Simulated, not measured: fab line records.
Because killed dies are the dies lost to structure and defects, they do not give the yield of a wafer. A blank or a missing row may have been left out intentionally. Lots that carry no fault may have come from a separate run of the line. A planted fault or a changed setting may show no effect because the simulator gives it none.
Which tool was responsible? -- flow nandHarc -- route of 1302 steps, sampled at 1 step: 12 lots, 36 wafers

## WHAT THE GAUGES READ, wafer by wafer
NHARC_A_CONTACT_INSPECT_71.
lot,measured,on,rawDefectCount
L076,day 21 15:14,defectInspect-02,15 20 24
L074,day 21 18:23,defectInspect-01,102 99 94
L080,day 23 00:08,defectInspect-01,97 104 107
L081,day 24 06:46,defectInspect-02,115 121 115
L083,day 24 23:06,defectInspect-02,74 71 86
L085,day 25 02:31,defectInspect-02,112 76 78
L087,day 25 19:08,defectInspect-01,75 56 73
L089,day 26 22:01,defectInspect-01,83 84 85
L091,day 27 12:26,defectInspect-01,44 53 54
L092,day 28 04:03,defectInspect-02,72 81 73
L094,day 29 12:05,defectInspect-01,81 77 70
L096,day 30 15:41,defectInspect-01,47 46 50

## WHAT TOOL EACH LOT RAN ON (gives the tool, then ch and the chambers of the sampled wafers, and finally the start)
No process step before these readings appears in the record.

## THE ANSWER, worked out from the rows above alone
Rule: usual is defined by the lots themselves. Put in order of their means at a reading, lots are off if they are a third of the lots or fewer, leave a main group of 4 or more, and stand apart from it by a gap of 3 or more times the standard deviation of the main group's means; of several such gaps the widest counts. A main group is skipped when, at the precision printed for the reading in the tables above, its means are all equal. A lot without any number at a reading at which 4 lots or more have one is off too. Where the step has rows for the other lots, those lots are counted as sound.
Across all readings shown, no lot is off: no conclusion can be drawn from this.

## WHAT HAD BEEN PUT IN BY THE SIMULATOR
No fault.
